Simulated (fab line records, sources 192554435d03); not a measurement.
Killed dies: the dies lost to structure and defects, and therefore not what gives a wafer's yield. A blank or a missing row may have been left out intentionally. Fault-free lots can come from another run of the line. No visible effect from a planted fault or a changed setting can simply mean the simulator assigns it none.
fab line records | flow n5_finfet | part 1 of 2: steps 1 to 4 of 6
[record] lots = 23 wafers = 69 last_day = 18
route steps=1938 shown FIN_CUT@163 STI_FIN_REVEAL@184
lots that met no fault: from a run of the same line without faults
start_h: the number of hours between the record's first day and the start of the first shown wafer of the lot | wait_h: hours since the lot's step before | " repeats the value in the row above | L1.1+2: one row covering several wafers at once | - no value, or no start was given | * or withheld: withheld | < > ~ a bound
route shown NAME@n: NAME is a module with steps in the file, n the number in the route of the first one | usual: the fault-free wafers' mean and standard deviation | same: alike in all rows | chamber/n: place in a boat | sites: each site's reading | _std_site: standard deviation of those values | _edge_site: mean of outer sites minus mean of inner sites | radius_mm: for every site, how far away it sits from the centre of the wafer | mask NAME#n: copy n | behind: the most recent tool/chamber to have shaped the wafer | hold: what put the lot on hold/how long, in hours/how the hold closed | device: which transistor (n, p or np) failed to switch | end of line: the tests these same wafers got at the end of their route | for a step that has no rows: nothing shown but its recipe | killed: at the first sort, the dies lost to defects and structure; wafer yield is something else | map: shows each die of a wafer: x if killed, . if not, _ if none is there
set.NAME: the setting the step ran with; set.NAME@STEP: the setting that earlier step ran with | model.NAME: the simulator's own value behind a step, which no gauge read
steps of the route over a sample of lots; a table a step, a row a wafer
services: when a tool's chamber went out of use (start_h, in hours from the record's first day, below 0 if earlier), for how many hours, and the reason
[[steps]]
[step N5_FIN_CUT_CD_MEAS_08]
[recipe] target_cd_nm = 29.1 landing_energy_ev = 500 detector = se_inlens polarity = opening
[usual] cd_nm = 29.11/0.23
// columns lot.wafer tool chamber start_h wait_h cd_nm
L074.4 cd_sem-02 0 26.89 - 29.32
L074.5 " 0 " " 29.22
L074.6 " 0 " " 29.13
L075.2 cd_sem-01 0 35.38 - 28.88
L075.3 " 0 " " 29.07
L075.4 " 0 " " 29.22
L076.2 cd_sem-03 0 38.94 - 29.26
L076.3 " 0 " " 29.10
L076.6 " 0 " " 28.97
L077.1 cd_sem-03 0 45.26 - 29.12
L077.2 " 0 " " 28.87
L077.4 " 0 " " 28.73
L078.1 cd_sem-02 0 54.36 - 29.09
L078.2 " 0 " " 29.19
L078.4 " 0 " " 28.87
L079.1 cd_sem-02 0 58.40 - 28.84
L079.4 " 0 " " 28.86
L079.5 " 0 " " 29.16
L080.2 cd_sem-01 0 62.47 - 29.34
L080.4 " 0 " " 29.37
L080.5 " 0 " " 29.38
L081.3 cd_sem-02 0 69.72 - 28.90
L081.5 " 0 " " 28.76
L081.6 " 0 " " 28.91
L082.2 cd_sem-03 0 77.58 - 29.18
L082.3 " 0 " " 29.13
L082.6 " 0 " " 28.99
L083.3 cd_sem-02 0 82.53 - 29.19
L083.4 " 0 " " 29.32
L083.5 " 0 " " 29.59
L084.4 cd_sem-01 0 86.32 - 28.90
L084.5 " 0 " " 29.24
L084.6 " 0 " " 29.52
L085.3 cd_sem-02 0 92.31 - 29.59
L085.5 " 0 " " 29.46
L085.6 " 0 " " 29.21
L086.1 cd_sem-01 0 102.47 - 29.11
L086.3 " 0 " " 28.84
L086.5 " 0 " " 28.99
L087.1 cd_sem-02 0 106.83 - 29.35
L087.3 " 0 " " 29.03
L087.4 " 0 " " 29.11
L088.2 cd_sem-03 0 110.50 - 29.06
L088.3 " 0 " " 29.04
L088.6 " 0 " " 29.10
L089.1 cd_sem-03 0 116.42 - 28.81
L089.2 " 0 " " 29.10
L089.4 " 0 " " 29.40
L091.1 cd_sem-01 0 132.26 - 28.96
L091.3 " 0 " " 29.20
L091.6 " 0 " " 28.97
L092.3 cd_sem-01 0 140.53 - 29.11
L092.4 " 0 " " 29.27
L092.5 " 0 " " 28.75
L093.1 cd_sem-02 0 151.26 - 28.99
L093.4 " 0 " " 28.77
L093.6 " 0 " " 29.14
L094.1 cd_sem-02 0 153.12 - 29.11
L094.5 " 0 " " 29.08
L094.6 " 0 " " 28.71
L095.3 cd_sem-02 0 155.13 - 29.34
L095.4 " 0 " " 29.63
L095.5 " 0 " " 28.90
L096.1 cd_sem-03 0 159.08 - 28.88
L096.3 " 0 " " 28.91
L096.6 " 0 " " 28.92
L097.1 cd_sem-02 0 165.27 - 29.25
L097.2 " 0 " " 28.60
L097.4 " 0 " " 28.82
[step N5_FIN_CUT_CUT_ETCH_26]
[recipe] chemistry = CH3F/O2 target = SiNx target_depth_a = 390 mask_material = SOC time_s = 55.7 pressure_mtorr = 30 source_w = 395 bias_w = 73 Ar_flow_sccm = 150 CH3F_flow_sccm = 30 O2_flow_sccm = 20 ion_energy_ev = 120
[usual] CH3F_flow_sccm = 30.00/0.096 drypump_motor_current_A = 5.7/0.37 oes_product_au = 0.76/0.051 rf_vpp_V = 295/5.3 showerhead_plenum_p_Torr = 2.03/0.062 throttle_valve_pct = 16.40/0.19
// columns lot.wafer tool chamber start_h wait_h CH3F_flow_sccm drypump_motor_current_A oes_product_au rf_hours_counter_h rf_vpp_V showerhead_plenum_p_Torr throttle_valve_pct
L074.4 rie_diel-02 1 27.45 0.0 30.03 6.0 0.82 105 304 2.01 15.86
L074.5 " 1 " " 29.87 6.0 0.81 - 303 2.01 15.87
L074.6 " 2 " " 30.14 5.1 0.78 - 297 2.10 16.59
L075.2 rie_diel-06 3 36.73 0.0 30.07 5.7 0.74 187 287 2.07 16.51
L075.3 " 1 " " 30.17 5.8 0.73 188 302 2.08 16.55
L075.4 " 0 " " 30.03 5.3 0.92 16 300 2.05 16.15
L076.2 rie_diel-03 3 39.50 0.0 30.02 5.5 0.78 148 287 1.99 16.36
L076.3 " 0 " " 30.13 5.3 0.83 97 295 2.11 16.26
L076.6 " 0 " " 30.06 5.4 0.83 - 296 2.11 16.27
L077.1 rie_diel-06 3 46.92 0.0 29.96 5.7 0.74 191 287 2.07 16.52
L077.2 " 2 " " 30.14 6.1 0.80 110 300 2.10 16.47
L077.4 " 1 " " 30.03 5.8 0.73 191 302 2.07 16.58
L078.1 rie_diel-03 3 54.92 0.0 29.95 5.5 0.77 155 289 1.99 16.38
L078.2 " 2 " " 29.91 5.8 0.72 213 291 1.97 16.47
L078.4 " 1 " " 29.95 5.5 0.72 195 295 2.00 16.48
L079.1 rie_diel-06 2 58.96 0.0 30.08 6.1 0.80 113 300 2.10 16.47
L079.4 " 1 " " 29.93 5.8 0.73 194 302 2.07 16.58
L079.5 " 2 " " 30.02 6.1 0.80 - 301 2.10 16.49
L080.2 rie_diel-03 3 63.03 0.0 29.83 5.5 0.76 157 289 1.99 16.37
L080.4 " 1 " " 30.04 5.5 0.72 - 296 2.00 16.49
L080.5 " 3 " " 29.94 5.6 0.76 - 288 1.99 16.39
L081.3 rie_diel-02 3 70.27 0.0 30.00 5.6 0.73 193 300 2.07 16.28
L081.5 " 0 " " 29.92 6.5 0.72 - 290 1.90 16.44
L081.6 " 3 " " 29.83 5.6 0.73 - 300 2.07 16.27
L082.2 rie_diel-03 0 78.13 0.0 30.12 5.3 0.81 110 294 2.10 16.30
L082.3 " 2 " " 29.95 5.8 0.72 220 292 1.97 16.49
L082.6 " 2 " " 29.88 5.8 0.72 - 292 1.97 16.49
L083.3 rie_diel-06 2 83.08 0.0 30.13 6.1 0.80 119 300 2.09 16.48
L083.4 " 3 " " 30.04 5.7 0.74 201 286 2.07 16.55
L083.5 " 0 " " 29.99 5.4 0.91 - 300 2.05 16.18
L084.4 rie_diel-03 0 86.87 0.0 29.90 5.3 0.82 113 295 2.10 16.30
L084.5 " 0 " " 29.92 5.4 0.81 - 294 2.10 16.30
L084.6 " 3 " " 30.04 5.6 0.76 - 288 1.99 16.39
L085.3 rie_diel-02 3 92.86 0.0 30.12 5.6 0.73 200 301 2.07 16.27
L085.5 " 0 " " 29.91 6.6 0.72 - 291 1.90 16.45
L085.6 " 1 " " 29.74 6.0 0.79 - 304 2.00 15.90
L086.1 rie_diel-02 2 103.03 0.0 29.93 5.1 0.76 130 297 2.10 16.64
L086.3 " 3 " " 30.07 5.6 0.73 202 300 2.07 16.26
L086.5 " 3 " " 30.07 5.6 0.73 - 300 2.07 16.28
L087.1 rie_diel-03 1 107.39 0.0 29.97 5.5 0.71 211 295 1.99 16.52
L087.3 " 0 " " 30.12 5.3 0.80 119 295 2.10 16.32
L087.4 " 3 " " 30.01 5.5 0.76 170 289 1.99 16.41
L088.2 rie_diel-02 0 111.06 0.0 29.88 6.5 0.71 198 289 1.90 16.46
L088.3 " 2 " " 29.86 5.1 0.76 132 298 2.10 16.63
L088.6 " 1 " " 30.02 6.0 0.80 - 304 2.00 15.92
L089.1 rie_diel-02 3 116.98 0.0 30.02 5.6 0.73 206 301 2.07 16.29
L089.2 " 1 " " 29.95 6.0 0.79 125 302 2.00 15.90
L089.4 " 2 " " 30.07 5.1 0.76 133 297 2.10 16.63
L091.1 rie_diel-03 0 132.82 0.0 29.98 5.3 0.79 126 294 2.10 16.33
L091.3 " 3 " " 29.82 5.5 0.75 177 288 1.99 16.41
L091.6 " 2 " " 29.93 5.8 0.71 - 291 1.96 16.49
L092.3 rie_diel-06 2 141.45 0.0 29.96 6.1 0.78 133 300 2.09 16.52
L092.4 " 0 " " 30.07 5.3 0.87 43 301 2.04 16.18
L092.5 " 3 " " 30.02 5.7 0.71 - 288 2.07 16.56
L093.1 rie_diel-03 0 151.82 0.0 29.92 5.3 0.78 131 295 2.10 16.33
L093.4 " 2 " " 30.00 5.8 0.69 240 291 1.96 16.53
L093.6 " 3 " " 30.12 5.6 0.74 - 290 1.98 16.43
L094.1 rie_diel-06 2 153.68 0.0 29.94 6.1 0.77 137 300 2.09 16.52
L094.5 " 2 " " 29.91 6.1 0.77 - 300 2.09 16.52
L094.6 " 1 " " 29.96 5.8 0.72 - 302 2.07 16.61
L095.3 rie_diel-02 1 155.68 0.0 30.09 6.0 0.79 135 302 2.00 15.93
L095.4 " 0 " " 30.11 6.6 0.70 210 291 1.89 16.49
L095.5 " 1 " " 30.00 6.0 0.79 - 303 2.00 15.93
L096.1 rie_diel-02 1 159.91 0.0 30.13 6.1 0.79 136 303 2.00 15.93
L096.3 " 2 " " 29.87 5.1 0.75 145 297 2.09 16.66
L096.6 " 3 " " 29.97 5.6 0.72 - 301 2.06 16.31
L097.1 rie_diel-03 0 165.85 0.0 29.99 5.3 0.79 134 295 2.10 16.33
L097.2 " 2 " " 30.07 5.8 0.69 243 291 1.96 16.52
L097.4 " 3 " " 29.99 5.5 0.74 185 286 1.98 16.43
[step N5_FIN_CUT_CUT_ETCH_15]
[recipe] chemistry = HBr/Cl2/O2 target = Si target_depth_a = 1000 bt_time_s = 10 mask_material = SOC time_s = 42.4 ion_energy_ev = * bias_w = * pressure_mtorr = 10 icp_w = 800 HBr_flow_sccm = 150 Cl2_flow_sccm = 80 O2_flow_sccm = 12
[usual] HBr_flow_sccm = 150.0/0.44 drypump_motor_current_A = 5.7/0.54 oes_product_au = 0.999/0.015 throttle_valve_pct = 37.2/0.34
// columns lot.wafer tool chamber start_h wait_h HBr_flow_sccm drypump_motor_current_A oes_product_au rf_hours_counter_h throttle_valve_pct
L074.4 rie_si-03 3 27.64 0.0 151.0 5.7 1.015 5 37.9
L074.5 " 1 " " 150.0 5.3 1.005 - 37.2
L074.6 " 2 " " 148.7 6.3 0.989 - 37.3
L075.2 rie_si-03 0 36.92 0.1 149.7 6.7 1.000 81 36.9
L075.3 " 1 " " 150.0 5.3 1.000 186 37.2
L075.4 " 3 " " 150.2 5.7 1.010 5 37.9
L076.2 rie_si-04 3 39.69 0.1 150.1 5.5 0.988 64 37.1
L076.3 " 2 " " 150.3 4.7 1.014 177 36.8
L076.6 " 3 " " 149.6 5.5 0.997 - 37.0
L077.1 rie_si-03 2 47.45 0.1 150.3 6.3 0.995 37 37.3
L077.2 " 3 " " 149.7 5.7 1.001 6 37.9
L077.4 " 0 " " 149.8 6.7 1.001 82 36.9
L078.1 rie_si-04 1 55.11 0.1 149.3 5.3 0.973 184 37.1
L078.2 " 0 " " 150.5 5.2 1.003 8 37.1
L078.4 " 3 " " 150.4 5.5 0.995 64 37.1
L079.1 rie_si-05 2 59.16 0.1 149.6 6.3 1.001 99 37.1
L079.4 " 1 " " 149.5 5.4 1.020 47 36.5
L079.5 " 1 " " 150.1 5.4 1.012 - 36.5
L080.2 rie_si-04 3 63.43 0.1 149.6 5.5 1.000 64 37.0
L080.4 " 2 " " 150.4 4.7 1.019 178 36.8
L080.5 " 0 " " 149.9 5.2 0.996 - 37.1
L081.3 rie_si-05 2 71.92 0.0 149.4 6.3 1.002 100 37.1
L081.5 " 0 " " 148.9 5.8 0.987 - 37.6
L081.6 " 1 " " 150.6 5.4 1.017 - 36.5
L082.2 rie_si-05 3 78.33 0.1 149.6 6.1 1.007 64 37.4
L082.3 " 2 " " 150.4 6.3 0.999 100 37.1
L082.6 " 3 " " 150.1 6.1 1.011 - 37.4
L083.3 rie_si-03 2 83.28 0.0 150.3 6.3 0.988 38 37.3
L083.4 " 1 " " 149.9 5.3 1.004 187 37.2
L083.5 " 2 " " 149.9 6.3 1.000 - 37.3
L084.4 rie_si-05 1 87.07 0.0 149.8 5.4 1.024 47 36.5
L084.5 " 0 " " 150.2 5.9 0.977 - 37.6
L084.6 " 1 " " 149.4 5.3 1.020 - 36.5
L085.3 rie_si-05 1 93.06 0.0 149.8 5.4 1.015 48 36.5
L085.5 " 1 " " 149.3 5.4 1.020 - 36.5
L085.6 " 0 " " 150.3 5.9 0.973 - 37.5
L086.1 rie_si-04 0 103.22 0.1 149.8 5.2 0.996 9 37.1
L086.3 " 1 " " 150.0 5.3 0.968 185 37.1
L086.5 " 0 " " 149.9 5.2 0.990 - 37.1
L087.1 rie_si-04 0 107.59 0.1 150.5 5.2 0.998 9 37.1
L087.3 " 3 " " 149.9 5.5 0.999 65 37.1
L087.4 " 2 " " 151.4 4.7 1.019 179 36.8
L088.2 rie_si-05 3 111.25 0.1 149.8 6.1 1.014 64 37.4
L088.3 " 1 " " 150.0 5.4 1.029 48 36.4
L088.6 " 1 " " 150.3 5.4 1.017 - 36.5
L089.1 rie_si-03 1 117.17 0.1 150.0 5.3 0.996 188 37.2
L089.2 " 0 " " 150.1 6.7 1.005 83 36.9
L089.4 " 2 " " 150.2 6.3 0.982 - 37.3
L091.1 rie_si-03 0 133.02 0.1 149.7 6.7 1.002 83 36.9
L091.3 " 2 " " 149.7 6.3 0.990 39 37.4
L091.6 " 0 " " 150.3 6.7 1.000 - 36.9
L092.3 rie_si-05 3 141.65 0.0 150.1 6.1 1.011 65 37.4
L092.4 " 0 " " 150.2 5.9 0.983 9 37.5
L092.5 " 0 " " 150.0 5.9 0.983 - 37.5
L093.1 rie_si-05 2 152.01 0.1 150.5 6.3 1.006 101 37.1
L093.4 " 1 " " 150.5 5.4 1.020 49 36.5
L093.6 " 3 " " 149.1 6.1 1.006 - 37.4
L094.1 rie_si-04 2 153.87 0.1 150.2 4.7 1.024 179 36.8
L094.5 " 1 " " 149.7 5.3 0.968 - 37.1
L094.6 " 2 " " 150.2 4.7 1.025 - 36.8
L095.3 rie_si-04 1 155.88 0.0 150.5 5.3 0.973 186 37.2
L095.4 " 3 " " 150.3 5.5 0.988 66 37.1
L095.5 " 3 " " 149.9 5.5 0.997 - 37.1
L096.1 rie_si-05 3 160.11 0.1 150.0 6.1 1.014 65 37.4
L096.3 " 2 " " 150.1 6.3 0.995 101 37.1
L096.6 " 3 " " 150.2 6.1 1.011 - 37.4
L097.1 rie_si-03 0 166.04 0.1 149.5 6.7 0.998 84 36.9
L097.2 " 2 " " 149.6 6.3 0.985 39 37.3
L097.4 " 3 " " 150.2 5.7 1.003 7 37.9
[step N5_FIN_CUT_CUT_ETCH_28]
[recipe] chemistry = HBr/Cl2/O2 target = Si target_depth_a = 60 mask_material = SOC time_s = 2.4 ion_energy_ev = * bias_w = * pressure_mtorr = 10 icp_w = 800 HBr_flow_sccm = 150 Cl2_flow_sccm = 80 O2_flow_sccm = 12
[usual] HBr_flow_sccm = 149.9/0.47 drypump_motor_current_A = 5.7/0.54 oes_product_au = 0.998/0.014 throttle_valve_pct = 37.2/0.35
// columns lot.wafer tool chamber start_h wait_h HBr_flow_sccm drypump_motor_current_A oes_product_au rf_hours_counter_h throttle_valve_pct
L074.4 rie_si-03 3 27.69 0.0 150.1 5.7 1.007 5 37.9
L074.5 " 1 " " 149.7 5.3 1.004 - 37.2
L074.6 " 2 " " 149.5 6.3 0.977 - 37.3
L075.2 rie_si-03 0 36.98 0.0 150.2 6.8 1.009 81 36.9
L075.3 " 1 " " 150.3 5.3 1.002 186 37.2
L075.4 " 3 " " 149.8 5.8 1.002 5 37.9
L076.2 rie_si-04 3 39.75 0.0 149.7 5.5 0.993 64 37.1
L076.3 " 2 " " 150.3 4.7 1.017 177 36.8
L076.6 " 3 " " 149.4 5.5 0.990 - 37.0
L077.1 rie_si-03 2 47.50 0.0 149.6 6.3 0.997 37 37.3
L077.2 " 3 " " 150.0 5.7 1.005 6 37.9
L077.4 " 0 " " 151.1 6.8 1.007 82 36.9
L078.1 rie_si-04 1 55.17 0.0 149.6 5.3 0.974 184 37.1
L078.2 " 0 " " 150.0 5.2 0.997 8 37.1
L078.4 " 3 " " 149.9 5.4 0.999 64 37.0
L079.1 rie_si-05 2 59.22 0.0 150.5 6.3 1.001 99 37.1
L079.4 " 1 " " 150.1 5.4 1.024 47 36.5
L079.5 " 1 " " 149.3 5.4 1.018 - 36.4
L080.2 rie_si-04 3 63.48 0.0 149.8 5.5 0.999 64 37.1
L080.4 " 2 " " 150.6 4.7 1.022 178 36.8
L080.5 " 0 " " 150.8 5.2 0.990 - 37.1
L081.3 rie_si-05 2 71.97 0.0 150.6 6.3 1.002 100 37.1
L081.5 " 0 " " 150.0 5.9 0.979 - 37.6
L081.6 " 1 " " 149.5 5.4 1.016 - 36.4
L082.2 rie_si-05 3 78.38 0.0 149.2 6.1 1.010 64 37.4
L082.3 " 2 " " 150.8 6.3 1.009 100 37.1
L082.6 " 3 " " 149.2 6.1 1.011 - 37.4
L083.3 rie_si-03 2 83.33 0.0 149.7 6.3 0.991 38 37.3
L083.4 " 1 " " 150.2 5.3 1.004 187 37.2
L083.5 " 2 " " 149.7 6.3 0.993 - 37.3
L084.4 rie_si-05 1 87.12 0.0 149.8 5.4 1.016 47 36.4
L084.5 " 0 " " 149.3 5.9 0.976 - 37.5
L084.6 " 1 " " 149.6 5.4 1.015 - 36.4
L085.3 rie_si-05 1 93.11 0.0 149.3 5.4 1.015 48 36.4
L085.5 " 1 " " 149.1 5.4 1.012 - 36.5
L085.6 " 0 " " 149.8 5.9 0.977 - 37.5
L086.1 rie_si-04 0 103.28 0.0 149.6 5.2 0.989 9 37.1
L086.3 " 1 " " 150.4 5.3 0.971 185 37.1
L086.5 " 0 " " 149.9 5.2 0.996 - 37.1
L087.1 rie_si-04 0 107.64 0.0 149.7 5.2 0.994 9 37.1
L087.3 " 3 " " 149.9 5.5 0.994 65 37.1
L087.4 " 2 " " 150.0 4.7 1.017 179 36.8
L088.2 rie_si-05 3 111.31 0.0 150.1 6.1 1.007 64 37.4
L088.3 " 1 " " 150.1 5.4 1.019 48 36.5
L088.6 " 1 " " 149.3 5.3 1.018 - 36.5
L089.1 rie_si-03 1 117.23 0.0 150.6 5.3 1.005 188 37.2
L089.2 " 0 " " 150.2 6.7 1.004 83 36.9
L089.4 " 2 " " 150.2 6.3 0.992 - 37.3
L091.1 rie_si-03 0 133.07 0.0 149.0 6.7 0.999 83 36.9
L091.3 " 2 " " 149.7 6.3 0.989 39 37.3
L091.6 " 0 " " 148.7 6.7 1.008 - 36.9
L092.3 rie_si-05 3 141.70 0.0 149.9 6.1 1.004 65 37.4
L092.4 " 0 " " 149.1 5.9 0.976 9 37.5
L092.5 " 0 " " 149.6 5.9 0.975 - 37.6
L093.1 rie_si-05 2 152.07 0.0 149.5 6.4 0.997 101 37.1
L093.4 " 1 " " 149.6 5.4 1.020 49 36.5
L093.6 " 3 " " 150.5 6.1 1.013 - 37.4
L094.1 rie_si-04 2 153.93 0.0 149.9 4.7 1.018 179 36.8
L094.5 " 1 " " 150.3 5.3 0.976 - 37.1
L094.6 " 2 " " 150.4 4.7 1.012 - 36.8
L095.3 rie_si-04 1 155.93 0.0 149.3 5.3 0.982 186 37.1
L095.4 " 3 " " 150.1 5.5 0.998 66 37.1
L095.5 " 3 " " 150.1 5.5 0.996 - 37.0
L096.1 rie_si-05 3 160.16 0.0 150.7 6.1 1.013 65 37.4
L096.3 " 2 " " 149.2 6.3 0.996 101 37.1
L096.6 " 3 " " 150.3 6.1 1.013 - 37.4
L097.1 rie_si-03 0 166.10 0.0 149.8 6.7 1.005 84 36.9
L097.2 " 2 " " 148.9 6.3 0.987 39 37.3
L097.4 " 3 " " 150.4 5.7 1.000 7 37.9
